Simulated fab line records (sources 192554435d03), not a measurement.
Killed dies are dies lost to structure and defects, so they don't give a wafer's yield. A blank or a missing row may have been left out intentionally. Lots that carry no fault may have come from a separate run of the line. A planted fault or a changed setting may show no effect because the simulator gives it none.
Matching of chambers    flow n5-finfet    N5_WELL_APT_DESCUM_13 on rie-diel-05: 4 sister chambers
The step chemistry O2, time 7.9 s. 8 wafers are shown with their chamber, then 7 later ones without.

## WAFERS PAIRED WITH THEIR CHAMBERS
wafer   chamber  throttle-valve-pct (%)  drypump-motor-current-A (A)
L079.1  2        20.7                    6.3
L079.4  3        20.2                    5.5
L083.1  3        20.3                    5.4
L084.3  1        20.0                    6.7
L084.5  1        20.0                    6.7
L084.6  0        20.2                    6.4
L088.2  0        20.3                    6.4
L088.5  2        20.7                    6.2

## WAFERS WITHOUT THEIR CHAMBER
wafer   throttle-valve-pct (%)  drypump-motor-current-A (A)
L088.6  20.3                    5.5
L089.4  20.8                    6.2
L089.5  20.3                    6.4
L089.6  20.0                    6.7
L090.1  20.7                    6.2
L090.3  20.3                    6.4
L090.5  20.7                    6.2

## THE CHAMBER EACH PASSED THROUGH
wafer   from the rows above  in truth
L088.6  3                    3
L089.4  2                    2
L089.5  0                    0
L089.6  1                    1
L090.1  2                    2
L090.3  0                    0
L090.5  2                    2
Placed correctly: 7 of 7. Number that these rows cannot place: 0. Number placed wrongly: 0.
How it was worked out, from the rows above alone: a wafer's distance from a chamber is the root of the sum, over the readings, of the square of ((its reading less the chamber's mean) divided by the reading's scatter). If the next closest chamber is less than 2 further off than the closest, the wafer can't be placed; otherwise it belongs to the closest. Each chamber's mean is taken over the wafers shown for it. The scatter: the root of (the sum of the squares of (reading less its chamber's mean) over the shown wafers, divided by (wafers less chambers)).
